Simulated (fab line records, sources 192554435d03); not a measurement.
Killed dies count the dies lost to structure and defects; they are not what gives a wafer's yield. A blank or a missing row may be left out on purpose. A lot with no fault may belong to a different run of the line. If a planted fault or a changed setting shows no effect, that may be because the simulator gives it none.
Matching of chambers ; flow n5 finfet ; N5_BEOL_M14_ETCH_67 on rie diel-01: 4 sister chambers
The step etches SiARC in CF4, target depth 143 nm, time 238.3 s. 4 wafers are shown with their chamber, then 8 later ones without.

== WAFERS, EACH WITH ITS CHAMBER ==
wafer;chamber;showerhead plenum p Torr (Torr)
L076.4;1;2.23
L084.1;2;2.11
L084.4;3;2.10
L090.3;0;2.06

== WAFERS WHOSE CHAMBER IS MISSING ==
wafer;showerhead plenum p Torr (Torr)
L090.4;2.22
L090.6;2.22
L089.1;2.22
L089.2;2.09
L089.4;2.22
L087.1;2.06
L087.2;2.09
L087.6;2.22

== WHICH CHAMBER EACH ONE RAN IN ==
wafer;from the rows above;in truth
L090.4;1;1
L090.6;1;1
L089.1;1;1
L089.2;can't be placed: 3 or 2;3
L089.4;1;1
L087.1;0;0
L087.2;can't be placed: 3 or 2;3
L087.6;1;1
Correctly placed: 6 of 8. Can't be placed from these rows: 2 (the true chamber is among the candidates in 2). Wrongly placed: 0.
How it was worked out, from the rows above alone: a wafer's distance from a chamber is the root of the sum, over the readings, of the square of ((its reading less the chamber's mean) divided by the reading's scatter). If the next closest chamber is less than 2 further off than the closest, the wafer can't be placed; otherwise it belongs to the closest. A chamber's mean is the mean of its shown wafers. The scatter: with one shown wafer a chamber, the root of the mean of the squares of how far each hidden wafer lies from its nearest shown one.
